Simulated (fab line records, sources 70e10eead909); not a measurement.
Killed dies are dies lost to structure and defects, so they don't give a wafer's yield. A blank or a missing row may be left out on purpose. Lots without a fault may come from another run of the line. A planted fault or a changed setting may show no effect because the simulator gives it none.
Chamber matching | flow nand_harc | NHARC_A_STAIRCASE_CMP_450 on cmp-01: 4 sister chambers
The step polishes SiO2, target thk 200 nm. 4 wafers are shown with their chamber, then 8 later ones without.

WAFERS WITH THEIR CHAMBER
wafer  | chamber | motor_current_A (A)
L598.4 | 1       | 12.6
L599.1 | 2       | 12.7
L599.6 | 0       | 12.4
L604.2 | 3       | 11.2

WAFERS WITHOUT THEIR CHAMBER
wafer  | motor_current_A (A)
L604.5 | 10.6
L604.6 | 12.9
L607.2 | 12.6
L607.3 | 12.6
L607.5 | 12.5
L612.2 | 12.7
L612.5 | 13.0
L612.6 | 10.8

WHICH CHAMBER EACH WENT THROUGH
wafer  | from the rows above          | in truth
L604.5 | 3                            | 3
L604.6 | can't be placed: 2 or 1 or 0 | 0
L607.2 | can't be placed: 1 or 2 or 0 | 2
L607.3 | can't be placed: 1 or 2 or 0 | 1
L607.5 | can't be placed: 0 or 1 or 2 | 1
L612.2 | can't be placed: 2 or 1 or 0 | 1
L612.5 | can't be placed: 2 or 1 or 0 | 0
L612.6 | 3                            | 3
Placed correctly: 2 of 8. Can't be placed from these rows: 6 (the true chamber is among the candidates in 6). Placed wrongly: 0.
How it was worked out, from the rows above alone: a wafer's distance from a chamber is the root of the sum, over the readings, of the square of ((its reading less the chamber's mean) divided by the reading's scatter). The wafer belongs to the nearest chamber; if the next one is less than 2 further off, it can't be placed. A chamber's mean is the mean of its shown wafers. The scatter: with one shown wafer a chamber, the root of the mean of the squares of how far each hidden wafer lies from its nearest shown one.
